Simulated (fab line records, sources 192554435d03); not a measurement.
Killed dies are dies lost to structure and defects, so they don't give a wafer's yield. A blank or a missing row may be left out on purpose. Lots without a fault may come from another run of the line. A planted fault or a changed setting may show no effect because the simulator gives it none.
fab line records | flow n5_finfet
record lots=6 wafers=18 last_day=18
route steps=1938 shown MOL_CONTACT_COAG@596 PASSIVATION@1936
lots that met no fault: from a run of the same line without faults
start_h: hours from the record's first day to the start of the lot's first wafer shown | wait_h: hours since the lot's step before | " the same as in the row above | L1.1+2: a row that stands for several wafers | - no value, or no start given | * or withheld: withheld | < > ~ a bound
route shown NAME@n: a module of which the file shows steps, and the number in the route of the first | usual: mean/standard deviation of fault-free wafers | same: alike in all rows | chamber/n: place in a boat | sites: the reading at each site | _std_site: their standard deviation | _edge_site: outer sites' mean less inner sites' | radius_mm: how far each site lies from the wafer's centre | mask NAME#n: copy n | behind: the tool/chamber that last shaped the wafer | hold: why the lot was held/for how many hours/how that ended | device: the transistor (n, p or np) that didn't switch | end of line: the same wafers' tests at the end of the route | a step without rows: its recipe alone | killed: dies lost to structure and defects at the first sort, not the wafer's yield | map: a wafer's dies, x killed, . not, _ none there
set.NAME: the setting as run; set.NAME@STEP: as run at that earlier step | model.NAME: the simulator's own value behind a step, which no gauge read
lots at some steps of the route; a table a step, a row a wafer
services: from which hour (start_h, from the record's first day; less than 0 if before it) a tool's chamber was out of use, for how many hours, and why
## steps
# step N5_MOL_CONTACT_COAG_COAT_34
# recipe resist=CAR-EUV spin_rpm=1500 resist_thk_nm=40
# step N5_MOL_CONTACT_COAG_EBR_36
# recipe solvent=PGMEA ebr_width_mm=1.5
# step N5_MOL_CONTACT_COAG_SOFTBAKE_35
# recipe temp_c=110 time_s=60 resist=CAR-EUV
# step N5_MOL_CONTACT_COAG_EXPOSE_37
# recipe mask_id=VD na=0.33 source_shape=annular sigma_inner=0.3 sigma_outer=0.7 polarization=unpolarized defocus_nm=0 dose_mj=62
# step N5_MOL_CONTACT_COAG_PEB_38
# recipe peb_temp_c=100 peb_time_s=60 resist=CAR-EUV
# step N5_MOL_CONTACT_COAG_DEVELOP_39
# recipe develop_time_s=30 developer=TMAH resist=CAR-EUV rinse_liquid=surfactant_rinse dry=air_spin dev_temp_c=23
# step N5_MOL_CONTACT_COAG_CD_MEAS_40
# recipe target_cd_nm=25.1 landing_energy_ev=500 detector=se_inlens polarity=opening
# usual cd_nm=25.08/0.24
# same landing_energy_ev=500
# columns lot.wafer tool chamber start_h wait_h cd_nm
L554.2 cd_sem-03 0 109.37 - 24.94
L554.3 " 0 " " 24.78
L554.6 " 0 " " 24.84
L555.1 cd_sem-01 0 111.81 - 24.66
L555.2 " 0 " " 24.83
L555.3 " 0 " " 25.05
L566.2 cd_sem-03 0 171.49 - 24.77
L566.4 " 0 " " 25.39
L566.6 " 0 " " 24.93
L567.2 cd_sem-02 0 177.12 - 25.33
L567.3 " 0 " " 25.10
L567.4 " 0 " " 24.93
L573.1 cd_sem-01 0 213.30 - 25.55
L573.2 " 0 " " 25.11
L573.5 " 0 " " 25.84
L576.1 cd_sem-03 0 230.62 - 25.08
L576.3 " 0 " " 24.97
L576.5 " 0 " " 25.13
# step N5_MOL_CONTACT_COAG_OVL_MEAS_41
# recipe points_per_wafer=522
# usual VD_OVL=-0.2/0.61
# columns lot.wafer tool chamber start_h wait_h VD_OVL[nm]
L554.2 overlay-01 0 109.40 0.0 0.5
L554.3 " 0 " " -0.2
L554.6 " 0 " " 0.7
L555.1 overlay-02 0 111.84 0.0 -1.0
L555.2 " 0 " " -1.1
L555.3 " 0 " " -0.7
L566.2 overlay-01 0 171.52 0.0 -0.9
L566.4 " 0 " " -1.2
L566.6 " 0 " " -0.4
L567.2 overlay-02 0 177.15 0.0 0.9
L567.3 " 0 " " -0.4
L567.4 " 0 " " 0.4
L573.1 overlay-01 0 213.33 0.0 -0.8
L573.2 " 0 " " -0.5
L573.5 " 0 " " 0.2
L576.1 overlay-02 0 230.65 0.0 -0.3
L576.3 " 0 " " -0.7
L576.5 " 0 " " 0.1
# step N5_MOL_CONTACT_COAG_INSPECT_42
# recipe mode=adi inspect_instrument=brightfield
# usual raw_defect_count=175/44
# columns lot.wafer tool chamber start_h wait_h raw_defect_count
L554.2 defect_inspect-02 - 109.45 0.0 205
L554.3 " - " " 182
L554.6 " - " " 239
L555.1 defect_inspect-01 - 111.89 0.1 187
L555.2 " - " " 223
L555.3 " - " " 170
L566.2 defect_inspect-02 - 171.57 0.0 186
L566.4 " - " " 126
L566.6 " - " " 192
L567.2 defect_inspect-02 - 177.21 0.0 137
L567.3 " - " " 180
L567.4 " - " " 121
L573.1 defect_inspect-02 - 213.39 0.1 125
L573.2 " - " " 164
L573.5 " - " " 151
L576.1 defect_inspect-02 - 230.71 0.1 114
L576.3 " - " " 208
L576.5 " - " " 183
# step N5_MOL_CONTACT_COAG_DESCUM_45
# recipe chemistry=O2 time_s=7 source_power_w=50 bias_power_w=20 pressure_mtorr=20 rf_frequency_hz=2.712e+07 temp_c=40 resist=CAR-EUV o2_flow_sccm=225
# usual drypump_motor_current_A=5.8/0.59 oes_product_au=0.80/0.08 rf_vpp_V=242.5/1.2 showerhead_plenum_p_Torr=2.06/0.049 throttle_valve_pct=20.35/0.27
# columns lot.wafer tool chamber start_h wait_h drypump_motor_current_A oes_product_au rf_hours_counter_h rf_vpp_V showerhead_plenum_p_Torr throttle_valve_pct
L554.2 rie_diel-06 3 109.65 0.2 6.5 0.75 151 244.7 2.18 20.59
L554.3 " 0 " " 4.9 0.72 186 241.1 1.99 20.82
L554.6 " 0 " " 4.9 0.72 - 242.4 1.99 20.84
L555.1 rie_diel-05 2 111.93 0.0 6.5 0.74 178 243.1 2.10 20.61
L555.2 " 3 " " 4.9 0.89 16 243.2 2.06 19.94
L555.3 " 1 " " 6.4 0.92 27 241.8 2.05 20.25
L566.2 rie_diel-05 2 171.64 0.1 6.6 0.71 201 243.6 2.09 20.65
L566.4 " 0 " " 6.0 0.77 - 241.0 2.01 20.18
L566.6 " 2 " " 6.6 0.71 - 242.9 2.09 20.64
L567.2 rie_diel-05 3 177.24 0.0 4.9 0.84 40 244.6 2.05 19.98
L567.3 " 0 " " 6.0 0.77 131 239.9 2.01 20.21
L567.4 " 0 " " 6.0 0.78 - 243.0 2.01 20.21
L573.1 rie_diel-05 0 213.44 0.1 6.0 0.76 145 239.5 2.00 20.24
L573.2 " 1 " " 6.4 0.89 48 243.1 2.04 20.30
L573.5 " 3 " " 4.9 0.83 - 241.5 2.04 19.99
L576.1 rie_diel-02 3 230.74 0.0 5.9 0.68 239 243.4 2.05 20.61
L576.3 " 0 " " 5.0 0.86 65 242.4 2.05 20.42
L576.5 " 0 " " 5.0 0.86 - 243.4 2.05 20.41
# step N5_MOL_CONTACT_COAG_ETCH_65
# recipe chemistry=N2/H2 target=underlayer target_depth_a=130 mask_material=CAR-EUV time_s=10.4 ion_energy_ev=200 pressure_mtorr=30 source_w=840 bias_w=150 n2_flow_sccm=200 h2_flow_sccm=200 ends=cleared
# usual drypump_motor_current_A=5.8/0.59 etch_rf_on_time_s=10.40/0.29 oes_product_au=0.68/0.068 rf_vpp_V=522.4/1.9 showerhead_plenum_p_Torr=2.50/0.06 throttle_valve_pct=17.8/0.35
# columns lot.wafer tool chamber start_h wait_h drypump_motor_current_A etch_rf_on_time_s oes_product_au rf_hours_counter_h rf_vpp_V showerhead_plenum_p_Torr throttle_valve_pct
L554.2 rie_diel-06 3 109.69 0.0 6.4 10.58 0.64 151 525.9 2.67 18.1
L554.3 " 0 " " 4.9 10.11 0.62 186 518.9 2.43 18.3
L554.6 " 0 " " 4.9 10.09 0.63 - 521.1 2.43 18.3
L555.1 rie_diel-05 2 111.96 0.0 6.6 10.41 0.62 178 524.4 2.54 18.0
L555.2 " 3 " " 4.9 10.91 0.74 16 523.9 2.48 17.2
L555.3 " 1 " " 6.4 10.13 0.79 27 523.5 2.48 17.5
L566.2 rie_diel-05 2 171.67 0.0 6.6 10.37 0.61 201 523.4 2.53 18.1
L566.4 " 0 " " 6.0 10.51 0.66 - 521.3 2.46 17.8
L566.6 " 2 " " 6.6 10.32 0.62 - 524.2 2.53 18.1
L567.2 rie_diel-05 3 177.27 0.0 4.9 10.97 0.71 40 522.3 2.47 17.3
L567.3 " 0 " " 6.0 10.40 0.66 131 521.0 2.46 17.8
L567.4 " 0 " " 6.0 10.41 0.65 - 520.7 2.46 17.8
L573.1 rie_diel-05 0 213.48 0.0 6.0 10.52 0.64 145 522.0 2.45 17.8
L573.2 " 1 " " 6.3 10.08 0.78 48 521.6 2.47 17.5
L573.5 " 3 " " 4.9 11.01 0.69 - 521.6 2.46 17.3
L576.1 rie_diel-02 3 230.78 0.0 6.0 10.31 0.59 239 524.5 2.51 18.2
L576.3 " 0 " " 5.1 10.20 0.73 65 522.5 2.49 17.9
L576.5 " 0 " " 5.1 10.22 0.73 - 522.0 2.49 17.9
# step N5_MOL_CONTACT_COAG_ETCH_66
# recipe chemistry=CF4 target=SiARC target_depth_a=130 mask_material=CAR-EUV time_s=21.7 ion_energy_ev=80 pressure_mtorr=40 source_w=545 bias_w=36 Ar_flow_sccm=100 cf4_flow_sccm=100 ends=cleared
# usual drypump_motor_current_A=5.8/0.59 etch_rf_on_time_s=21.6/0.6 oes_product_au=0.68/0.068 rf_vpp_V=183.5/1.1 showerhead_plenum_p_Torr=2.10/0.046 throttle_valve_pct=15.51/0.28
# columns lot.wafer tool chamber start_h wait_h drypump_motor_current_A etch_rf_on_time_s oes_product_au rf_hours_counter_h rf_vpp_V showerhead_plenum_p_Torr throttle_valve_pct
L554.2 rie_diel-06 3 109.71 0.0 6.5 22.0 0.64 151 185.4 2.22 15.69
L554.3 " 0 " " 4.9 20.9 0.64 186 182.0 2.04 15.96
L554.6 " 0 " " 4.9 21.1 0.63 - 183.9 2.04 15.96
L555.1 rie_diel-05 2 111.98 0.0 6.6 21.8 0.62 178 183.0 2.13 15.69
L555.2 " 3 " " 4.9 22.9 0.74 16 184.8 2.10 15.03
L555.3 " 1 " " 6.4 21.1 0.80 27 183.0 2.11 15.45
L566.2 rie_diel-05 2 171.69 0.0 6.6 21.6 0.61 201 183.8 2.12 15.73
L566.4 " 0 " " 6.0 21.7 0.66 - 182.7 2.06 15.44
L566.6 " 2 " " 6.6 21.6 0.61 - 184.0 2.12 15.74
L567.2 rie_diel-05 3 177.29 0.0 4.9 23.1 0.70 40 183.4 2.09 15.08
L567.3 " 0 " " 6.0 21.7 0.66 131 182.6 2.06 15.45
L567.4 " 0 " " 6.0 21.8 0.66 - 184.2 2.05 15.44
L573.1 rie_diel-05 0 213.49 0.0 6.0 21.6 0.65 145 183.9 2.05 15.46
L573.2 " 1 " " 6.4 21.0 0.77 48 183.1 2.10 15.48
L573.5 " 3 " " 4.9 23.0 0.69 - 182.6 2.09 15.09
L576.1 rie_diel-02 3 230.80 0.0 6.0 21.7 0.59 239 183.4 2.12 15.92
L576.3 " 0 " " 5.0 21.6 0.73 65 183.3 2.08 15.37
L576.5 " 0 " " 5.1 21.3 0.74 - 182.9 2.08 15.40
# step N5_MOL_CONTACT_COAG_ALD_133
# recipe material=SiO2 target_thk_a=50 temp_c=100 ald_precursor_family=BDEAS ald_co_reactant=O2-plasma pulse_time_s=1 co_reactant_pulse_time_s=1 purge_time_s=2 co_reactant_purge_time_s=2 ald_cycles=35 pressure_torr=2
# usual ald_cycles=35/0 heater_power_w=79/6.9 precursor_pulse_height_rel=1.000/0.02
# same purge_time_s=2
# columns lot.wafer tool chamber start_h wait_h ald_cycles heater_power_w precursor_pulse_height_rel
L554.2 ald_sin-04 3 109.79 0.1 35 86 0.991
L554.3 " 2 " " 35 78 0.978
L554.6 " 2 " " 35 79 0.990
L555.1 ald_sin-03 0 112.06 0.1 35 97 0.973
L555.2 " 3 " " 35 69 1.031
L555.3 " 2 " " 35 78 1.018
L566.2 ald_sin-04 0 171.77 0.1 34 71 1.019
L566.4 " 1 " " 35 78 0.984
L566.6 " 3 " " 35 86 0.996
L567.2 ald_sin-04 2 177.37 0.1 34 80 1.027
L567.3 " 0 " " 34 70 0.987
L567.4 " 3 " " 35 85 0.992
L573.1 ald_sin-01 3 213.58 0.1 35 80 1.002
L573.2 " 0 " " 35 80 1.003
L573.5 " 3 " " 35 83 0.992
L576.1 ald_sin-03 0 230.97 0.1 35 92 1.042
L576.3 " 3 " " 35 75 0.965
L576.5 " 1 " " 35 70 1.026
# step N5_MOL_CONTACT_COAG_ETCHBACK_134
# recipe chemistry=CHF3 target=SiO2 target_depth_a=100 time_s=6.7 ion_energy_ev=200 pressure_mtorr=30 source_w=610 bias_w=170 Ar_flow_sccm=200 CHF3_flow_sccm=50
# usual drypump_motor_current_A=5.8/0.56 oes_product_au=0.81/0.089 rf_vpp_V=518/8.3 showerhead_plenum_p_Torr=2.35/0.072 throttle_valve_pct=18.64/0.27
# columns lot.wafer tool chamber start_h wait_h drypump_motor_current_A oes_product_au rf_hours_counter_h rf_vpp_V showerhead_plenum_p_Torr throttle_valve_pct
L554.2 rie_diel-06 1 109.97 0.1 5.9 0.70 236 515 2.26 18.69
L554.3 " 0 " " 4.9 0.73 186 512 2.27 19.10
L554.6 " 1 " " 5.9 0.68 - 514 2.26 18.71
L555.1 rie_diel-05 1 112.28 0.1 6.4 0.93 27 529 2.34 18.57
L555.2 " 0 " " 6.0 0.79 107 513 2.30 18.49
L555.3 " 3 " " 4.9 0.87 16 521 2.34 18.20
L566.2 rie_diel-05 0 172.03 0.2 6.0 0.77 129 511 2.29 18.53
L566.4 " 2 " " 6.6 0.72 - 533 2.35 18.76
L566.6 " 3 " " 4.9 0.83 - 522 2.34 18.23
L567.2 rie_diel-02 0 177.55 0.1 5.0 0.89 46 524 2.32 18.48
L567.3 " 2 " " 6.3 0.79 91 507 2.32 18.79
L567.4 " 3 " " 5.9 0.71 221 531 2.36 18.95
L573.1 rie_diel-02 2 213.75 0.1 6.3 0.77 103 506 2.32 18.83
L573.2 " 1 " " 5.5 0.86 47 517 2.33 18.25
L573.5 " 0 " " 5.0 0.87 - 523 2.32 18.51
L576.1 rie_diel-02 0 231.24 0.2 5.0 0.86 65 522 2.32 18.53
L576.3 " 3 " " 5.9 0.69 239 531 2.35 18.99
L576.5 " 1 " " 5.5 0.84 - 518 2.33 18.27
# step N5_PASSIVATION_PROBE_49
# usual killed_at_M0_to_M3=36/10 killed_at_M4_up=13/5.5 killed_at_contacts=12/5.6 killed_at_front_end=42/12 killed_at_other=4/3.2 killed_dies=108/18 killed_open=71/13 killed_short=34/7.8
# same gross_dies=1180 killed_at_back_side=0
# columns lot.wafer tool chamber start_h wait_h killed_at_M0_to_M3 killed_at_M4_up killed_at_contacts killed_at_front_end killed_at_other killed_dies killed_open killed_short
L555.1 prober-02 - 275.93 0.0 38 11 5 48 8 110 76 32
L555.2 prober-02 - 275.98 0.1 36 17 4 45 3 105 73 30
L555.3 prober-02 - 276.03 0.1 36 13 10 64 4 127 85 35
L566.2 prober-02 - 336.88 0.1 31 14 9 52 3 109 74 34
L566.4 prober-02 - 336.98 0.2 53 14 14 25 6 112 70 42
L566.6 prober-02 - 337.08 0.3 49 15 5 48 3 120 75 42
L567.2 prober-01 - 355.19 0.1 30 2 14 39 6 91 54 36
L567.3 prober-01 - 355.24 0.1 25 15 12 37 3 92 62 30
L567.4 prober-01 - 355.29 0.2 27 13 19 31 0 90 63 26
L573.2 prober-01 - 399.16 0.1 53 9 10 32 8 112 74 38
# killed by level:class
L555.1 STI_FIN_REVEAL:geometric_particle:open=23 BEOL_M3:geometric_particle:open=15 BEOL_M1:geometric_particle:open=6 FIN_SAQP:geometric_particle:open=5 FIN_SAQP:geometric_particle:short=5 STI_FIN_REVEAL:geometric_particle:short=5 BEOL_M2:geometric_particle:open=5 MOL_CONTACT_COAG:geometric_particle:open=4
L555.2 STI_FIN_REVEAL:geometric_particle:open=16 BEOL_M3:geometric_particle:open=12 BEOL_M2:geometric_particle:open=7 BEOL_M0_SAQP:geometric_particle:short=6 FIN_SAQP:geometric_particle:open=5 FIN_SAQP:geometric_particle:short=5 STI_FIN_REVEAL:geometric_particle:short=5 BEOL_M4:geometric_particle:open=5
L555.3 STI_FIN_REVEAL:geometric_particle:open=16 FIN_SAQP:geometric_particle:open=10 BEOL_M3:geometric_particle:open=9 GATE_CUT:geometric_particle:short=9 BEOL_M4:geometric_particle:open=8 BEOL_M0_SAQP:geometric_particle:short=7 BEOL_M2:geometric_particle:open=7 MOL_CONTACT_COAG:geometric_particle:open=6
L566.2 STI_FIN_REVEAL:geometric_particle:open=15 DUMMY_GATE:geometric_particle:open=15 BEOL_M0_SAQP:geometric_particle:short=10 FIN_SAQP:geometric_particle:short=7 BEOL_M1:geometric_particle:open=7 BEOL_M0_SAQP:geometric_particle:open=7 MOL_CONTACT_COAG:geometric_particle:open=6 BEOL_M2:geometric_particle:open=4
L566.4 MOL_CONTACT_COAG:geometric_particle:open=11 BEOL_M0_SAQP:geometric_particle:short=11 BEOL_M2:geometric_particle:open=11 STI_FIN_REVEAL:geometric_particle:open=8 BEOL_M0_SAQP:geometric_particle:open=7 BEOL_M1:geometric_particle:open=7 BEOL_M2:geometric_particle:short=7 BEOL_M4:geometric_particle:open=4
L566.6 FIN_SAQP:geometric_particle:open=18 BEOL_M0_SAQP:geometric_particle:short=18 BEOL_M0_SAQP:geometric_particle:open=12 STI_FIN_REVEAL:geometric_particle:open=7 DUMMY_GATE:geometric_particle:open=7 BEOL_M2:geometric_particle:open=6 BEOL_M1:geometric_particle:open=6 BEOL_M4:geometric_particle:open=5
L567.2 FIN_SAQP:geometric_particle:open=11 MOL_CONTACT_COAG:geometric_particle:open=11 GATE_CUT:geometric_particle:short=8 BEOL_M0_SAQP:geometric_particle:short=7 STI_FIN_REVEAL:geometric_particle:open=6 BEOL_M1:geometric_particle:open=6 BEOL_M2:geometric_particle:open=6 BEOL_M3:geometric_particle:open=4
L567.3 MOL_CONTACT_COAG:geometric_particle:open=10 FIN_SAQP:geometric_particle:open=9 FIN_SAQP:geometric_particle:short=8 BEOL_M3:geometric_particle:open=8 BEOL_M1:geometric_particle:open=5 GATE_CUT:geometric_particle:short=5 BEOL_M4:geometric_particle:open=5 STARTING-WAFER:geometric_particle:open=4
L567.4 MOL_CONTACT_COAG:geometric_particle:open=15 BEOL_M2:geometric_particle:open=10 FIN_SAQP:geometric_particle:open=8 FIN_SAQP:geometric_particle:short=6 BEOL_M4:geometric_particle:open=6 GATE_CUT:geometric_particle:short=5 BEOL_M3:geometric_particle:open=5 MOL_CONTACT_COAG:geometric_particle:short=4
L573.2 BEOL_M0_SAQP:geometric_particle:short=18 BEOL_M1:geometric_particle:open=13 BEOL_M0_SAQP:geometric_particle:open=8 MOL_CONTACT_COAG:geometric_particle:open=8 FIN_SAQP:geometric_particle:open=5 STI_FIN_REVEAL:geometric_particle:open=5 MIM_TOP_ETCH:geometric_particle:open=5 BEOL_M2:geometric_particle:open=5
## services
# columns tool chamber start_h hours kind
rie_diel-06 2 89.66 4.8 repair
ald_sin-04 0 101.13 1.9 repair
rie_diel-02 0 126.72 16.1 repair
rie_diel-06 1 151.02 - clean
rie_diel-06 1 151.02 - consumable_replace:focus_ring
rie_diel-06 1 151.02 - consumable_replace:showerhead
rie_diel-06 1 151.02 25.5 scheduled_down
rie_diel-06 1 151.02 25.5 vent_cycle
rie_diel-05 1 162.15 36.3 repair
ald_sin-03 - 178.35 14.0 pm
ald_sin-03 0 178.35 14.0 vent_cycle
ald_sin-03 1 178.35 14.0 vent_cycle
ald_sin-03 2 178.35 14.0 vent_cycle
ald_sin-03 3 178.35 14.0 vent_cycle
ald_sin-03 0 192.35 - clean
ald_sin-03 1 192.35 - clean
ald_sin-03 2 192.35 - clean
ald_sin-03 3 192.35 - clean
rie_diel-06 2 197.89 1.5 repair
rie_diel-02 1 198.27 1.6 repair
ald_sin-01 3 214.81 5.2 repair
rie_diel-06 0 220.63 6.6 repair
rie_diel-02 - 229.71 0.5 repair
## key
first_sign step=N5_MOL_CONTACT_COAG_ALD_133 reading=ald_cycles direction=down sigmas=99+ usual=* struck=*
effect none on later readings
met_at N5_MOL_CONTACT_COAG_ALD_133
struck_wafers L566.2,L567.2,L567.3
tester_left_out L566,L567
onset_between 109.79 171.77
fault kind=process_parameter_drift tool=ald_sin-04 chamber=- onset_h=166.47 steps=N5_MOL_CONTACT_COAG_ALD_133 channel=ald_cycles offset=* shape=step end_h=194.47 scope=struck_wafers_only acts_in=* stated=*
# tester_left_out: of these lots the tester's yield and bins aren't shown, on N5 and GAA mostly nor the transistor test; their killed dies are dies lost to structure and defects alone, not to doping, threshold or leakage, so they don't give the yield
